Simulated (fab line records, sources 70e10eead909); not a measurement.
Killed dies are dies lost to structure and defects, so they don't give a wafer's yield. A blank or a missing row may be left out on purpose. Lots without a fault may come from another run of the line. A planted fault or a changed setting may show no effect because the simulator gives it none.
Chamber matching | flow nand_harc | NHARC_P_BONDPAD_ACTIVATE_29 on rie_diel-05: 4 sister chambers
The step chemistry N2, time 60 s. 14 wafers are shown with their chamber, then 7 later ones without.

WAFERS WITH THEIR CHAMBER
wafer  | chamber | showerhead_plenum_p_Torr (Torr) | rf_vpp_V (V) | oes_product_au (a.u.)
L503.1 | 3       | 1.88                            | 65.0         | 0.994
L503.2 | 0       | 1.79                            | 64.4         | 0.983
L503.4 | 1       | 1.90                            | 65.4         | 1.006
L504.1 | 1       | 1.90                            | 65.8         | 1.010
L504.2 | 0       | 1.78                            | 63.6         | 1.002
L504.5 | 2       | 1.90                            | 65.0         | 1.003
L515.1 | 0       | 1.78                            | 62.8         | 1.023
L515.3 | 2       | 1.90                            | 64.0         | 1.001
L515.4 | 1       | 1.90                            | 64.3         | 1.003
L518.1 | 1       | 1.90                            | 65.6         | 0.991
L518.2 | 0       | 1.78                            | 64.4         | 1.006
L518.4 | 3       | 1.87                            | 64.1         | 1.000
L520.2 | 0       | 1.78                            | 64.5         | 1.014
L520.3 | 3       | 1.87                            | 64.9         | 1.004

SIGNATURES (means of the wafers above)
reading                  | chamber 0 | chamber 1 | chamber 2 | chamber 3 | scatter within a chamber
showerhead_plenum_p_Torr | 1.7820    | 1.9000    | 1.9000    | 1.8733    | 0.00383
rf_vpp_V                 | 63.940    | 65.275    | 64.500    | 64.667    | 0.67
oes_product_au           | 1.00560   | 1.00250   | 1.00200   | 0.99933   | 0.0107
Rule: a wafer's distance from a chamber is the root of the sum, over the readings, of the square of ((its reading less the chamber's mean) divided by the reading's scatter). The wafer belongs to the nearest chamber; if the next one is less than 2 further off, it can't be placed. The scatter: the root of (the sum of the squares of (reading less its chamber's mean) over the shown wafers, divided by (wafers less chambers)).

WAFERS WITHOUT THEIR CHAMBER
wafer  | showerhead_plenum_p_Torr (Torr) | rf_vpp_V (V) | oes_product_au (a.u.)
L520.6 | 1.87                            | 64.6         | 0.999
L525.2 | 1.90                            | 62.6         | 1.002
L525.4 | 1.78                            | 64.8         | 1.010
L525.6 | 1.89                            | 64.5         | 1.005
L526.1 | 1.87                            | 65.4         | 0.991
L526.3 | 1.78                            | 63.9         | 1.008
L526.5 | 1.78                            | 64.3         | 0.998

WHICH CHAMBER EACH WENT THROUGH
wafer  | from the rows above          | in truth
L520.6 | 3                            | 3
L525.2 | can't be placed: 2 or 1      | 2
L525.4 | 0                            | 0
L525.6 | can't be placed: 2 or 1 or 3 | 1
L526.1 | 3                            | 3
L526.3 | 0                            | 0
L526.5 | 0                            | 0
Placed correctly: 5 of 7. Can't be placed from these rows: 2 (the true chamber is among the candidates in 2). Placed wrongly: 0.
